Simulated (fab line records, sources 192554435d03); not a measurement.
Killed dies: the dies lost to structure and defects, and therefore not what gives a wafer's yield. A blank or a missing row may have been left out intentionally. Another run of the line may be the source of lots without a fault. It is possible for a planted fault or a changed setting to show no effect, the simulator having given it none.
Matching of chambers | flow n5_finfet | 4 sister chambers for N5_BEOL_M10_STRIP_67 on rie_diel-02
The step strips in CF4. 4 wafers are shown with their chamber, then 8 later ones without.

## WAFERS, EACH WITH ITS CHAMBER
wafer  | chamber | showerhead_plenum_p_Torr (Torr)
L081.1 | 2       | 1.84
L082.6 | 0       | 1.77
L089.3 | 1       | 1.88
L090.3 | 3       | 1.75

## WAFERS WITH NO CHAMBER GIVEN
wafer  | showerhead_plenum_p_Torr (Torr)
L090.4 | 1.77
L090.5 | 1.84
L092.2 | 1.84
L092.3 | 1.75
L092.5 | 1.84
L097.2 | 1.75
L097.3 | 1.76
L097.4 | 1.88

## THE CHAMBER EACH PASSED THROUGH
wafer  | from the rows above     | in truth
L090.4 | 0                       | 0
L090.5 | 2                       | 2
L092.2 | 2                       | 2
L092.3 | 3                       | 3
L092.5 | 2                       | 2
L097.2 | 3                       | 3
L097.3 | can't be placed: 0 or 3 | 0
L097.4 | 1                       | 1
Correct placement for 7 of the 8. Not placeable from these rows: 1 (in 1, the candidates include the true chamber). Placed wrongly: 0.
How it was worked out, from the rows above alone: a wafer's distance from a chamber is the root of the sum, over the readings, of the square of ((its reading less the chamber's mean) divided by the reading's scatter). The wafer belongs to the nearest chamber; if the next one is less than 2 further off, it can't be placed. A chamber's mean is the mean of its shown wafers. The scatter (one wafer shown for each chamber): square how far every hidden wafer sits from the nearest shown wafer, average those squares and take the square root.
